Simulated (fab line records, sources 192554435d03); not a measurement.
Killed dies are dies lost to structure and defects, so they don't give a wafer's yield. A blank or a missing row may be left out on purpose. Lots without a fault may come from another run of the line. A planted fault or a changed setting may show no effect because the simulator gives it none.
Which tool did it? | flow n5_finfet | 24 lots, 72 wafers sampled, at 6 steps of a route of 1938

WHAT THE GAUGES READ, wafer by wafer
N5_BEOL_M1_THK_MEAS_53: measures by xrf.
lot  | measured     | on            | M1_THK (nm)
L074 | day 6 13:09  | film_metro-01 | 37.9 38.7 39.7
L075 | day 6 17:12  | film_metro-02 | 39.8 39.4 39.9
L076 | day 7 01:34  | film_metro-02 | 38.4 39.1 38.9
L077 | day 7 04:03  | film_metro-02 | 38.0 41.3 40.0
L078 | day 7 13:23  | film_metro-02 | 37.9 40.9 38.9
L079 | day 7 19:55  | film_metro-02 | 38.9 41.7 40.1
L080 | day 7 22:34  | film_metro-02 | 40.5 40.5 43.1
L081 | day 8 03:42  | film_metro-02 | 40.2 39.6 39.0
L084 | day 8 18:25  | film_metro-01 | 39.5 38.9 39.6
L082 | day 8 21:16  | film_metro-01 | 38.6 39.2 39.6
L083 | day 9 00:47  | film_metro-01 | 40.0 41.1 38.9
L085 | day 9 06:40  | film_metro-01 | 39.2 39.7 41.3
L086 | day 9 15:35  | film_metro-01 | 39.2 43.0 42.9
L087 | day 9 18:39  | film_metro-02 | 40.1 41.8 39.9
L088 | day 9 23:27  | film_metro-02 | 38.8 40.1 40.7
L089 | day 10 03:23 | film_metro-01 | 37.5 37.0 39.7
L090 | day 10 14:17 | film_metro-02 | 37.0 37.2 37.2
L091 | day 10 19:18 | film_metro-02 | 38.5 41.6 38.7
L092 | day 11 01:52 | film_metro-02 | 39.8 40.8 39.7
L093 | day 11 05:04 | film_metro-02 | 41.9 42.3 41.3
L094 | day 11 09:43 | film_metro-01 | 40.5 40.4 41.3
L095 | day 11 16:38 | film_metro-01 | 39.5 39.4 42.2
L096 | day 11 19:45 | film_metro-01 | 39.2 41.1 40.7
L097 | day 12 13:55 | film_metro-01 | 41.8 39.9 41.2

N5_BEOL_M2_OVL_MEAS_12.
lot  | measured     | on         | M2_OVL (nm)
L074 | day 6 15:00  | overlay-01 | -0.1 0.1 -0.4
L075 | day 6 18:36  | overlay-02 | -0.8 0.9 -0.8
L076 | day 7 03:05  | overlay-02 | 0.8 -1.3 -0.3
L077 | day 7 06:11  | overlay-01 | 1.6 1.6 0.2
L078 | day 7 16:18  | overlay-02 | -1.3 -0.2 -0.1
L079 | day 7 23:49  | overlay-01 | -0.8 -0.3 -0.2
L080 | day 8 00:28  | overlay-01 | -1.0 -0.3 -1.0
L081 | day 8 05:43  | overlay-01 | -0.6 0.3 -1.2
L084 | day 8 21:08  | overlay-01 | -0.6 -0.6 -0.2
L082 | day 8 22:46  | overlay-02 | 0.5 0.4 0.8
L083 | day 9 01:43  | overlay-01 | 0.0 -0.4 -1.0
L085 | day 9 07:47  | overlay-01 | 1.1 -1.1 0.8
L086 | day 9 16:39  | overlay-02 | -0.9 -1.4 0.0
L087 | day 9 20:20  | overlay-02 | -0.3 0.1 -1.2
L088 | day 10 02:26 | overlay-02 | 0.3 1.1 0.3
L089 | day 10 06:59 | overlay-01 | 1.1 -0.1 -0.6
L090 | day 10 16:28 | overlay-01 | 1.2 0.8 -0.2
L091 | day 10 22:24 | overlay-02 | -0.3 -0.6 -0.3
L092 | day 11 03:04 | overlay-01 | 0.7 0.1 0.4
L093 | day 11 06:44 | overlay-01 | -0.1 0.5 -0.1
L094 | day 11 12:14 | overlay-02 | -1.0 -0.2 -0.2
L095 | day 11 17:40 | overlay-01 | 0.5 -1.1 -0.6
L096 | day 11 20:52 | overlay-01 | -1.9 -0.9 -1.1
L097 | day 12 15:43 | overlay-01 | 0.1 0.2 0.1

WHICH TOOL RAN EACH LOT (tool, then ch and the chambers of the sampled wafers, then the start)
lot  | N5_BEOL_M1_ETCHBACK_99             | N5_BEOL_M1_PRE_CLEAN_45      | N5_BEOL_M1_SPUTTER_86        | N5_BEOL_M1_ANNEAL_87
L074 | rie_diel-03 ch 0,2, day 6 08:02    | pvd_sputter-01, day 6 09:58  | pvd_sputter-02, day 6 11:16  | pvd_sputter-02, day 6 11:20
L075 | rie_diel-03 ch 0,1, day 6 12:47    | pvd_sputter-03, day 6 13:52  | pvd_sputter-02, day 6 15:18  | pvd_sputter-02, day 6 15:23
L076 | rie_diel-04 ch 0,1, day 6 21:14    | pvd_sputter-01, day 6 22:28  | pvd_sputter-03, day 6 23:40  | pvd_sputter-03, day 6 23:45
L077 | rie_diel-04 ch 0,1,3, day 6 22:35  | pvd_sputter-01, day 6 23:41  | pvd_sputter-03, day 7 02:08  | pvd_sputter-03, day 7 02:13
L078 | rie_diel-04 ch 0,2,3, day 7 07:10  | pvd_sputter-01, day 7 08:19  | pvd_sputter-03, day 7 11:29  | pvd_sputter-03, day 7 11:34
L079 | rie_diel-04 ch 0,1,2, day 7 15:33  | pvd_sputter-02, day 7 16:33  | pvd_sputter-01, day 7 18:01  | pvd_sputter-01, day 7 18:06
L080 | rie_diel-03 ch 0,1,2, day 7 18:28  | pvd_sputter-03, day 7 19:26  | pvd_sputter-01, day 7 20:41  | pvd_sputter-01, day 7 20:46
L081 | rie_diel-03 ch 0,1,3, day 7 23:23  | pvd_sputter-01, day 8 00:12  | pvd_sputter-01, day 8 01:47  | pvd_sputter-01, day 8 01:52
L084 | rie_diel-03 ch 1,2,3, day 8 14:03  | pvd_sputter-03, day 8 15:17  | pvd_sputter-03, day 8 16:31  | pvd_sputter-03, day 8 16:35
L082 | rie_diel-05 ch 0,1, day 8 16:58    | pvd_sputter-02, day 8 18:01  | pvd_sputter-02, day 8 19:19  | pvd_sputter-02, day 8 19:24
L083 | rie_diel-04 ch 0,2,3, day 8 20:43  | pvd_sputter-02, day 8 21:38  | pvd_sputter-03, day 8 22:53  | pvd_sputter-03, day 8 22:58
L085 | rie_diel-05 ch 0,3, day 9 02:18    | pvd_sputter-01, day 9 03:28  | pvd_sputter-01, day 9 04:46  | pvd_sputter-01, day 9 04:51
L086 | rie_diel-04 ch 0,2,3, day 9 09:23  | pvd_sputter-03, day 9 10:41  | pvd_sputter-01, day 9 13:42  | pvd_sputter-01, day 9 13:47
L087 | rie_diel-04 ch 0,2,3, day 9 14:41  | pvd_sputter-03, day 9 15:31  | pvd_sputter-01, day 9 16:41  | pvd_sputter-01, day 9 16:46
L088 | rie_diel-05 ch 2,3, day 9 19:20    | pvd_sputter-03, day 9 20:15  | pvd_sputter-01, day 9 21:34  | pvd_sputter-01, day 9 21:38
L089 | rie_diel-03 ch 0,1,2, day 9 22:44  | pvd_sputter-03, day 9 23:46  | pvd_sputter-01, day 10 01:30 | pvd_sputter-01, day 10 01:35
L090 | rie_diel-03 ch 0,2,3, day 10 09:53 | pvd_sputter-01, day 10 10:48 | pvd_sputter-02, day 10 12:04 | pvd_sputter-02, day 10 12:09
L091 | rie_diel-05 ch 1,2,3, day 10 14:28 | pvd_sputter-01, day 10 16:03 | pvd_sputter-03, day 10 17:23 | pvd_sputter-03, day 10 17:28
L092 | rie_diel-05 ch 0,1,2, day 10 21:39 | pvd_sputter-03, day 10 22:41 | pvd_sputter-01, day 10 23:58 | pvd_sputter-01, day 11 00:03
L093 | rie_diel-05 ch 1,2, day 11 00:40   | pvd_sputter-01, day 11 01:50 | pvd_sputter-01, day 11 03:10 | pvd_sputter-01, day 11 03:15
L094 | rie_diel-03 ch 1,2,3, day 11 05:19 | pvd_sputter-01, day 11 06:27 | pvd_sputter-01, day 11 07:47 | pvd_sputter-01, day 11 07:52
L095 | rie_diel-03 ch 0,1,3, day 11 12:30 | pvd_sputter-03, day 11 13:32 | pvd_sputter-01, day 11 14:45 | pvd_sputter-01, day 11 14:50
L096 | rie_diel-05 ch 0,1, day 11 15:41   | pvd_sputter-03, day 11 16:41 | pvd_sputter-03, day 11 17:52 | pvd_sputter-03, day 11 17:56
L097 | rie_diel-05 ch 0,3, day 12 09:45   | pvd_sputter-01, day 12 10:48 | pvd_sputter-02, day 12 12:02 | pvd_sputter-02, day 12 12:07
- N5_BEOL_M1_ETCHBACK_99: etches SiO2 in CHF3, target depth 5 nm, time 10.4 s.
- N5_BEOL_M1_PRE_CLEAN_45: time 30 s.
- N5_BEOL_M1_SPUTTER_86: material Cu, target thk 4.5 nm, time 8.29 s.
- N5_BEOL_M1_ANNEAL_87: time 240 s.

WHAT THE TOOLS THEMSELVES READ (means of the sampled wafers that have a number; where no wafer has one, the mark that the record gives instead)
N5_BEOL_M1_ETCHBACK_99.
lot  | tool        | drypump_motor_current_A (A) | oes_product_au (a.u.) | rf_vpp_V (V) | showerhead_plenum_p_Torr (Torr) | throttle_valve_pct (%)
L074 | rie_diel-03 | 5.7                         | 0.80                  | 242.1        | 2.17                            | 17.09
L075 | rie_diel-03 | 5.8                         | 0.76                  | 237.2        | 2.09                            | 17.12
L076 | rie_diel-04 | 5.7                         | 0.83                  | 236.0        | 2.11                            | 17.21
L077 | rie_diel-04 | 5.8                         | 0.79                  | 237.1        | 2.10                            | 17.09
L078 | rie_diel-04 | 5.7                         | 0.74                  | 238.0        | 2.14                            | 16.96
L079 | rie_diel-04 | 5.5                         | 0.78                  | 239.2        | 2.16                            | 17.07
L080 | rie_diel-03 | 5.9                         | 0.78                  | 239.3        | 2.13                            | 17.06
L081 | rie_diel-03 | 5.8                         | 0.82                  | 238.9        | 2.17                            | 17.15
L084 | rie_diel-03 | 6.1                         | 0.83                  | 239.2        | 2.18                            | 17.02
L082 | rie_diel-05 | 6.0                         | 0.88                  | 240.8        | 2.16                            | 17.09
L083 | rie_diel-04 | 5.7                         | 0.74                  | 237.0        | 2.14                            | 16.97
L085 | rie_diel-05 | 5.7                         | 0.75                  | 238.9        | 2.12                            | 17.11
L086 | rie_diel-04 | 5.7                         | 0.74                  | 238.4        | 2.14                            | 16.98
L087 | rie_diel-04 | 5.7                         | 0.73                  | 239.3        | 2.14                            | 16.97
L088 | rie_diel-05 | 5.4                         | 0.80                  | 241.6        | 2.22                            | 16.97
L089 | rie_diel-03 | 5.8                         | 0.77                  | 239.2        | 2.12                            | 17.09
L090 | rie_diel-03 | 5.9                         | 0.83                  | 241.6        | 2.21                            | 17.11
L091 | rie_diel-05 | 5.3                         | 0.79                  | 241.0        | 2.22                            | 16.96
L092 | rie_diel-05 | 5.7                         | 0.85                  | 240.1        | 2.21                            | 17.02
L093 | rie_diel-05 | 5.3                         | 0.85                  | 241.1        | 2.27                            | 16.89
L094 | rie_diel-03 | 6.1                         | 0.81                  | 239.7        | 2.17                            | 17.06
L095 | rie_diel-03 | 5.8                         | 0.79                  | 239.4        | 2.16                            | 17.20
L096 | rie_diel-05 | 6.0                         | 0.84                  | 240.8        | 2.15                            | 17.14
L097 | rie_diel-05 | 5.6                         | 0.93                  | 239.7        | 2.11                            | 16.87

N5_BEOL_M1_PRE_CLEAN_45.
lot  | tool           | heater_power_w (W)
L074 | pvd_sputter-01 | 289
L075 | pvd_sputter-03 | 282
L076 | pvd_sputter-01 | 350
L077 | pvd_sputter-01 | 314
L078 | pvd_sputter-01 | 329
L079 | pvd_sputter-02 | 326
L080 | pvd_sputter-03 | 313
L081 | pvd_sputter-01 | 293
L084 | pvd_sputter-03 | 297
L082 | pvd_sputter-02 | 338
L083 | pvd_sputter-02 | 323
L085 | pvd_sputter-01 | 317
L086 | pvd_sputter-03 | 302
L087 | pvd_sputter-03 | 296
L088 | pvd_sputter-03 | 276
L089 | pvd_sputter-03 | 295
L090 | pvd_sputter-01 | 277
L091 | pvd_sputter-01 | 294
L092 | pvd_sputter-03 | 289
L093 | pvd_sputter-01 | 316
L094 | pvd_sputter-01 | 310
L095 | pvd_sputter-03 | 284
L096 | pvd_sputter-03 | 297
L097 | pvd_sputter-01 | 310

N5_BEOL_M1_SPUTTER_86.
lot  | tool           | throttle_valve_pct (%)
L074 | pvd_sputter-02 | 29.7
L075 | pvd_sputter-02 | 30.7
L076 | pvd_sputter-03 | 30.9
L077 | pvd_sputter-03 | 30.6
L078 | pvd_sputter-03 | 31.1
L079 | pvd_sputter-01 | 30.1
L080 | pvd_sputter-01 | 30.2
L081 | pvd_sputter-01 | 29.9
L084 | pvd_sputter-03 | 29.9
L082 | pvd_sputter-02 | 30.4
L083 | pvd_sputter-03 | 31.2
L085 | pvd_sputter-01 | 29.7
L086 | pvd_sputter-01 | 30.1
L087 | pvd_sputter-01 | 30.2
L088 | pvd_sputter-01 | 29.7
L089 | pvd_sputter-01 | 29.7
L090 | pvd_sputter-02 | 29.7
L091 | pvd_sputter-03 | 30.7
L092 | pvd_sputter-01 | 29.6
L093 | pvd_sputter-01 | 29.9
L094 | pvd_sputter-01 | 29.9
L095 | pvd_sputter-01 | 29.9
L096 | pvd_sputter-03 | 30.3
L097 | pvd_sputter-02 | 29.1

N5_BEOL_M1_ANNEAL_87.
lot  | tool           | heater_power_w (W) | susceptor_temp_C_max
L074 | pvd_sputter-02 | 786                | 401.2
L075 | pvd_sputter-02 | 806                | 400.9
L076 | pvd_sputter-03 | 772                | 401.0
L077 | pvd_sputter-03 | 692                | 400.9
L078 | pvd_sputter-03 | 723                | 400.6
L079 | pvd_sputter-01 | 777                | 400.6
L080 | pvd_sputter-01 | 829                | 400.6
L081 | pvd_sputter-01 | 690                | 400.9
L084 | pvd_sputter-03 | 758                | 401.0
L082 | pvd_sputter-02 | 799                | 401.6
L083 | pvd_sputter-03 | 719                | 400.6
L085 | pvd_sputter-01 | 689                | 400.8
L086 | pvd_sputter-01 | 685                | 400.9
L087 | pvd_sputter-01 | 826                | 400.8
L088 | pvd_sputter-01 | 738                | 401.0
L089 | pvd_sputter-01 | 690                | 401.1
L090 | pvd_sputter-02 | 780                | 400.8
L091 | pvd_sputter-03 | 693                | 400.8
L092 | pvd_sputter-01 | 642                | 401.1
L093 | pvd_sputter-01 | 691                | 400.7
L094 | pvd_sputter-01 | 687                | 401.1
L095 | pvd_sputter-01 | 730                | 401.0
L096 | pvd_sputter-03 | 743                | 401.0
L097 | pvd_sputter-02 | 758                | 401.6

THE ANSWER, worked out from the rows above alone
Rule: what is usual is taken from the lots themselves. Put in order of their means at a reading, lots are off if they are a third of the lots or fewer, leave a main group of 4 or more, and stand apart from it by a gap of 3 or more times the standard deviation of the main group's means; of several such gaps the widest counts. A main group whose means are all the same, to the digits that the tables above print for the reading, isn't used. A lot without any number at a reading at which 4 lots or more have one is off too. The other lots that the step has rows for count as sound. The gauges are gone through in route order, then the tools' own readings, and for those a lot's mean is taken as printed above. The first step at which some lot is off is used, and at that step the reading that is off furthest; a lot without a number counts as furthest.
No lot is off at any reading shown: from this, nothing can be told.

WHAT THE SIMULATOR HAD PUT IN
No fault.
